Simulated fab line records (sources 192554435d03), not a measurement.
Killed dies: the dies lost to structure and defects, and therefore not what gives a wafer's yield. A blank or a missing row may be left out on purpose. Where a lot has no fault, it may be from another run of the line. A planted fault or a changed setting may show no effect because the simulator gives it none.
Lot-split experiment / flow n5Finfet / route with 1938 steps; 7 lots, 39 wafers read

SPLIT DETAILS
At N5_DUMMY_GATE_CVD_03 (deposits a-Si from SiH4, target thk 150 nm, time 8042 s), the setting timeS was moved away from the recipe's 8042 s on 30 of the 39 wafers read, by -1.5% to +1.3%. The other wafers ran this setting at the recipe's value.

The reading is taken at the split's own step.

THE READING
a-Si_of_DUMMY_GATE_CVD_03.thkNm (the simulator's own value, which no gauge read), in nm, at N5_DUMMY_GATE_CVD_03 (deposits a-Si from SiH4, target thk 150 nm, time 8042 s). The file gives no usual value for it. Across the 9 wafers here that went through the recipe, the average is 150.4 nm and the standard deviation 1.4 nm.

wafer=L076.1; tool, chamber at the split=-, -; timeS as run, s=7980; against the recipe=-0.8%; a-Si_of_DUMMY_GATE_CVD_03.thkNm, nm=148.8; against lot-mates on the recipe=no lot-mate on the recipe
wafer=L076.2; tool, chamber at the split=-, -; timeS as run, s=7980; against the recipe=-0.8%; a-Si_of_DUMMY_GATE_CVD_03.thkNm, nm=148.8; against lot-mates on the recipe=no lot-mate on the recipe
wafer=L076.3; tool, chamber at the split=-, -; timeS as run, s=7980; against the recipe=-0.8%; a-Si_of_DUMMY_GATE_CVD_03.thkNm, nm=147; against lot-mates on the recipe=no lot-mate on the recipe
wafer=L076.4; tool, chamber at the split=-, -; timeS as run, s=7980; against the recipe=-0.8%; a-Si_of_DUMMY_GATE_CVD_03.thkNm, nm=148.2; against lot-mates on the recipe=no lot-mate on the recipe
wafer=L076.5; tool, chamber at the split=-, -; timeS as run, s=7980; against the recipe=-0.8%; a-Si_of_DUMMY_GATE_CVD_03.thkNm, nm=148.4; against lot-mates on the recipe=no lot-mate on the recipe
wafer=L076.6; tool, chamber at the split=-, -; timeS as run, s=7980; against the recipe=-0.8%; a-Si_of_DUMMY_GATE_CVD_03.thkNm, nm=148; against lot-mates on the recipe=no lot-mate on the recipe
wafer=L077.1; tool, chamber at the split=-, -; timeS as run, s=8149; against the recipe=+1.3%; a-Si_of_DUMMY_GATE_CVD_03.thkNm, nm=152; against lot-mates on the recipe=no lot-mate on the recipe
wafer=L077.2; tool, chamber at the split=-, -; timeS as run, s=8149; against the recipe=+1.3%; a-Si_of_DUMMY_GATE_CVD_03.thkNm, nm=152.6; against lot-mates on the recipe=no lot-mate on the recipe
wafer=L077.6; tool, chamber at the split=-, -; timeS as run, s=8149; against the recipe=+1.3%; a-Si_of_DUMMY_GATE_CVD_03.thkNm, nm=152.6; against lot-mates on the recipe=no lot-mate on the recipe
wafer=L077.3; tool, chamber at the split=-, -; timeS as run, s=8149; against the recipe=+1.3%; a-Si_of_DUMMY_GATE_CVD_03.thkNm, nm=152.4; against lot-mates on the recipe=no lot-mate on the recipe
wafer=L077.4; tool, chamber at the split=-, -; timeS as run, s=8149; against the recipe=+1.3%; a-Si_of_DUMMY_GATE_CVD_03.thkNm, nm=153; against lot-mates on the recipe=no lot-mate on the recipe
wafer=L077.5; tool, chamber at the split=-, -; timeS as run, s=8149; against the recipe=+1.3%; a-Si_of_DUMMY_GATE_CVD_03.thkNm, nm=152.2; against lot-mates on the recipe=no lot-mate on the recipe
wafer=L079.1; tool, chamber at the split=-, -; timeS as run, s=8120; against the recipe=+1.0%; a-Si_of_DUMMY_GATE_CVD_03.thkNm, nm=152.2; against lot-mates on the recipe=no lot-mate on the recipe
wafer=L079.2; tool, chamber at the split=-, -; timeS as run, s=8120; against the recipe=+1.0%; a-Si_of_DUMMY_GATE_CVD_03.thkNm, nm=152.2; against lot-mates on the recipe=no lot-mate on the recipe
wafer=L079.4; tool, chamber at the split=-, -; timeS as run, s=8120; against the recipe=+1.0%; a-Si_of_DUMMY_GATE_CVD_03.thkNm, nm=152.2; against lot-mates on the recipe=no lot-mate on the recipe
wafer=L079.3; tool, chamber at the split=-, -; timeS as run, s=8120; against the recipe=+1.0%; a-Si_of_DUMMY_GATE_CVD_03.thkNm, nm=151.4; against lot-mates on the recipe=no lot-mate on the recipe
wafer=L079.5; tool, chamber at the split=-, -; timeS as run, s=8120; against the recipe=+1.0%; a-Si_of_DUMMY_GATE_CVD_03.thkNm, nm=152.6; against lot-mates on the recipe=no lot-mate on the recipe
wafer=L079.6; tool, chamber at the split=-, -; timeS as run, s=8120; against the recipe=+1.0%; a-Si_of_DUMMY_GATE_CVD_03.thkNm, nm=153.4; against lot-mates on the recipe=no lot-mate on the recipe
wafer=L080.1; tool, chamber at the split=-, -; timeS as run, s=7926; against the recipe=-1.4%; a-Si_of_DUMMY_GATE_CVD_03.thkNm, nm=147.8; against lot-mates on the recipe=no lot-mate on the recipe
wafer=L080.2; tool, chamber at the split=-, -; timeS as run, s=7926; against the recipe=-1.4%; a-Si_of_DUMMY_GATE_CVD_03.thkNm, nm=148.2; against lot-mates on the recipe=no lot-mate on the recipe
wafer=L080.3; tool, chamber at the split=-, -; timeS as run, s=7926; against the recipe=-1.4%; a-Si_of_DUMMY_GATE_CVD_03.thkNm, nm=149; against lot-mates on the recipe=no lot-mate on the recipe
wafer=L080.4; tool, chamber at the split=-, -; timeS as run, s=7926; against the recipe=-1.4%; a-Si_of_DUMMY_GATE_CVD_03.thkNm, nm=149.4; against lot-mates on the recipe=no lot-mate on the recipe
wafer=L080.5; tool, chamber at the split=-, -; timeS as run, s=7926; against the recipe=-1.4%; a-Si_of_DUMMY_GATE_CVD_03.thkNm, nm=149.2; against lot-mates on the recipe=no lot-mate on the recipe
wafer=L080.6; tool, chamber at the split=-, -; timeS as run, s=7926; against the recipe=-1.4%; a-Si_of_DUMMY_GATE_CVD_03.thkNm, nm=148.6; against lot-mates on the recipe=no lot-mate on the recipe
wafer=L082.2; tool, chamber at the split=lpcvd-02, 1/45; timeS as run, s=8042; against the recipe=recipe; a-Si_of_DUMMY_GATE_CVD_03.thkNm, nm=148.4; against lot-mates on the recipe=-
wafer=L082.4; tool, chamber at the split=lpcvd-02, 1/54; timeS as run, s=8042; against the recipe=recipe; a-Si_of_DUMMY_GATE_CVD_03.thkNm, nm=148.2; against lot-mates on the recipe=-
wafer=L082.5; tool, chamber at the split=lpcvd-02, 1/59; timeS as run, s=8042; against the recipe=recipe; a-Si_of_DUMMY_GATE_CVD_03.thkNm, nm=149; against lot-mates on the recipe=-
wafer=L084.1; tool, chamber at the split=-, -; timeS as run, s=7923; against the recipe=-1.5%; a-Si_of_DUMMY_GATE_CVD_03.thkNm, nm=145.2; against lot-mates on the recipe=no lot-mate on the recipe
wafer=L084.2; tool, chamber at the split=-, -; timeS as run, s=7923; against the recipe=-1.5%; a-Si_of_DUMMY_GATE_CVD_03.thkNm, nm=145; against lot-mates on the recipe=no lot-mate on the recipe
wafer=L084.4; tool, chamber at the split=-, -; timeS as run, s=7923; against the recipe=-1.5%; a-Si_of_DUMMY_GATE_CVD_03.thkNm, nm=145; against lot-mates on the recipe=no lot-mate on the recipe
wafer=L084.3; tool, chamber at the split=-, -; timeS as run, s=7923; against the recipe=-1.5%; a-Si_of_DUMMY_GATE_CVD_03.thkNm, nm=145.6; against lot-mates on the recipe=no lot-mate on the recipe
wafer=L084.5; tool, chamber at the split=-, -; timeS as run, s=7923; against the recipe=-1.5%; a-Si_of_DUMMY_GATE_CVD_03.thkNm, nm=145.6; against lot-mates on the recipe=no lot-mate on the recipe
wafer=L084.6; tool, chamber at the split=-, -; timeS as run, s=7923; against the recipe=-1.5%; a-Si_of_DUMMY_GATE_CVD_03.thkNm, nm=145.4; against lot-mates on the recipe=no lot-mate on the recipe
wafer=L088.1; tool, chamber at the split=-, -; timeS as run, s=8042; against the recipe=recipe; a-Si_of_DUMMY_GATE_CVD_03.thkNm, nm=150; against lot-mates on the recipe=-
wafer=L088.2; tool, chamber at the split=-, -; timeS as run, s=8042; against the recipe=recipe; a-Si_of_DUMMY_GATE_CVD_03.thkNm, nm=150.6; against lot-mates on the recipe=-
wafer=L088.3; tool, chamber at the split=-, -; timeS as run, s=8042; against the recipe=recipe; a-Si_of_DUMMY_GATE_CVD_03.thkNm, nm=151.4; against lot-mates on the recipe=-
wafer=L088.4; tool, chamber at the split=-, -; timeS as run, s=8042; against the recipe=recipe; a-Si_of_DUMMY_GATE_CVD_03.thkNm, nm=151.8; against lot-mates on the recipe=-
wafer=L088.5; tool, chamber at the split=-, -; timeS as run, s=8042; against the recipe=recipe; a-Si_of_DUMMY_GATE_CVD_03.thkNm, nm=151.8; against lot-mates on the recipe=-
wafer=L088.6; tool, chamber at the split=-, -; timeS as run, s=8042; against the recipe=recipe; a-Si_of_DUMMY_GATE_CVD_03.thkNm, nm=152; against lot-mates on the recipe=-

FIT RESULTS
A straight line over all 39 wafers: a-Si_of_DUMMY_GATE_CVD_03.thkNm changes by +2.09 nm for each +1% of timeS; r = +0.87; the points scatter about the line by 1.3 nm.
Too few moved wafers with a lot-mate on the recipe to fit a line net of each lot's own level.

FILE'S OWN FIT
a-Si_of_DUMMY_GATE_CVD_03.thkNm changes by +2.09 nm for each +1% of timeS, r = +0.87.
